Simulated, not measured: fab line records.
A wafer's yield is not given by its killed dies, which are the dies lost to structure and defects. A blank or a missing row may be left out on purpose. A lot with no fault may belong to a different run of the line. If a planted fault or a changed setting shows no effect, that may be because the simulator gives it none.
Check for tools in common | flow nand-harc | Sampled: 14 lots, 42 wafers

REASON FOR OPENING
At NHARC_P_M1_THK_MEAS_24 the reading thk-nm is flagged on 2 of 14 lots. Fault-free wafers read 157.4 nm, with a standard deviation of 1.8.
Rule: a lot gets a flag if all its wafers with a number sit over 4 standard deviations from that mean, or if no wafer of it has a number. As for the other lots, they are considered sound.

lot  | measured     | on            | thk-nm (nm), wafer by wafer | flag
L907 | day 5 21:44  | film-metro-02 | 157.2 160.8 158.6           |
L908 | day 6 11:35  | film-metro-02 | 158.9 158.8 159.8           |
L909 | day 6 12:17  | film-metro-02 | 159.0 157.1 156.3           |
L910 | day 6 13:15  | film-metro-01 | 155.4 156.5 158.2           |
L911 | day 6 23:16  | film-metro-02 | 155.7 157.3 157.3           |
L912 | day 6 23:50  | film-metro-02 | 156.2 159.7 158.6           |
L913 | day 7 17:02  | film-metro-01 | 160.5 158.3 159.7           |
L915 | day 8 02:16  | film-metro-02 | 160.0 156.2 158.0           |
L916 | day 8 20:11  | film-metro-01 | 156.0 160.5 157.7           |
L918 | day 9 04:16  | film-metro-01 | 154.4 157.6 157.5           |
L917 | day 9 09:31  | film-metro-02 | 156.9 160.0 157.9           |
L920 | day 9 16:34  | film-metro-02 | 399.0 401.8 401.9           | FLAGGED
L922 | day 10 02:07 | film-metro-01 | 401.4 401.1 399.0           | FLAGGED
L923 | day 10 03:10 | film-metro-02 | 156.6 160.0 155.6           |
Flagged lots average 400.7 nm: +243.3 nm relative to the usual, that is +99 or more standard deviations.

WHICH TOOL EACH LOT WENT THROUGH
The record holds 3 process steps before the reading, out of a route of 1159 steps. Cell contents, in order: the tool; ch with the chambers the sampled wafers went through; the start.
lot  | flag    | NHARC_P_M0_CMP_23            | NHARC_P_M1_ETCH_28                           | NHARC_P_M1_CMP_23
L907 |         | cmp-03 ch 0,1,3, day 5 17:14 | rie-diel-12 ch 0,2, day 5 21:25 or earlier   | cmp-04 ch 1,3, day 5 21:25
L908 |         | cmp-02 ch 0,1,2, day 6 06:59 | rie-diel-12 ch 0,2,3, day 6 11:17 or earlier | cmp-01 ch 1,3, day 6 11:17
L909 |         | cmp-01 ch 0,2,3, day 6 07:29 | rie-diel-12 ch 0,2,3, day 6 11:59 or earlier | cmp-04 ch 1,2, day 6 11:59
L910 |         | cmp-01 ch 0,1,2, day 6 08:23 | rie-diel-01 ch 0,1, day 6 12:58 or earlier   | cmp-01 ch 1,3, day 6 12:58
L911 |         | cmp-02 ch 0,2, day 6 18:34   | rie-diel-06 ch 1,2,3, day 6 22:58 or earlier | cmp-02 ch 0,2,3, day 6 22:58
L912 |         | cmp-01 ch 0,1, day 6 19:14   | rie-diel-06 ch 2,3, day 6 23:31 or earlier   | cmp-04 ch 1,2,3, day 6 23:31
L913 |         | cmp-03 ch 0,2,3, day 7 12:43 | rie-diel-12 ch 0,2, day 7 16:44 or earlier   | cmp-01 ch 0,1,2, day 7 16:44
L915 |         | cmp-01 ch 2,3, day 7 21:47   | rie-diel-06 ch 0,1,3, day 8 01:57 or earlier | cmp-02 ch 0,1,2, day 8 01:57
L916 |         | cmp-01 ch 2,3, day 8 15:41   | rie-diel-12 ch 0,1,3, day 8 19:58 or earlier | cmp-04 ch 1,2,3, day 8 19:58
L918 |         | cmp-02 ch 0,1,3, day 8 23:48 | rie-diel-12 ch 0,1,2, day 9 03:58 or earlier | cmp-01 ch 0,1,3, day 9 03:58
L917 |         | cmp-02 ch 2,3, day 9 05:02   | rie-diel-12 ch 0,1,3, day 9 09:12 or earlier | cmp-01 ch 1,3, day 9 09:12
L920 | FLAGGED | cmp-03 ch 0,1,3, day 9 12:14 | rie-diel-06 ch 0,1, day 9 16:17 or earlier   | cmp-04 ch 1,2,3, day 9 16:17
L922 | FLAGGED | cmp-01 ch 2,3, day 9 21:37   | rie-diel-01 ch 0,3, day 10 01:49 or earlier  | cmp-02 ch 2,3, day 10 01:49
L923 |         | cmp-03 ch 0,1,3, day 9 22:37 | rie-diel-06 ch 0,3, day 10 02:53 or earlier  | cmp-02 ch 0,1, day 10 02:53
What these steps do:
- NHARC_P_M0_CMP_23: polishes, t overpolish 20 s, target thk 117.53 nm.
- NHARC_P_M1_ETCH_28: etches the open film in CF4/N2, target depth 30 nm, time 72.99 s.
- NHARC_P_M1_CMP_23: polishes, t overpolish 20 s, target thk 157.82 nm.
- NHARC_P_M1_THK_MEAS_24: measures by xrf.

FLAGGED AGAINST TOTAL, ONE TOOL AT A TIME (gauges that did the reading follow at the end)
step                   | tool          | lots run | flagged | share of the flagged lots | sound lots run after its first flagged lot
NHARC_P_M0_CMP_23      | cmp-01        | 6        | 1       | some                      | 0
NHARC_P_M0_CMP_23      | cmp-02        | 4        | 0       | none                      | -
NHARC_P_M0_CMP_23      | cmp-03        | 4        | 1       | some                      | 1 (L923)
NHARC_P_M1_ETCH_28     | rie-diel-01   | 2        | 1       | some                      | 0
NHARC_P_M1_ETCH_28     | rie-diel-06   | 5        | 1       | some                      | 1 (L923)
NHARC_P_M1_ETCH_28     | rie-diel-12   | 7        | 0       | none                      | -
NHARC_P_M1_CMP_23      | cmp-01        | 5        | 0       | none                      | -
NHARC_P_M1_CMP_23      | cmp-02        | 4        | 1       | some                      | 1 (L923)
NHARC_P_M1_CMP_23      | cmp-04        | 5        | 1       | some                      | 0
NHARC_P_M1_THK_MEAS_24 | film-metro-01 | 5        | 1       | some                      | 0
NHARC_P_M1_THK_MEAS_24 | film-metro-02 | 9        | 1       | some                      | 1 (L923)
NHARC_P_M1_ETCH_28 gives no start for some lots, so the hours and the order of its lots are those of NHARC_P_M1_CMP_23.

WHAT IS ALLOWED BY THE TABLE
No row of the table ran every flagged lot.

WHAT HAD BEEN PUT IN BY THE SIMULATOR
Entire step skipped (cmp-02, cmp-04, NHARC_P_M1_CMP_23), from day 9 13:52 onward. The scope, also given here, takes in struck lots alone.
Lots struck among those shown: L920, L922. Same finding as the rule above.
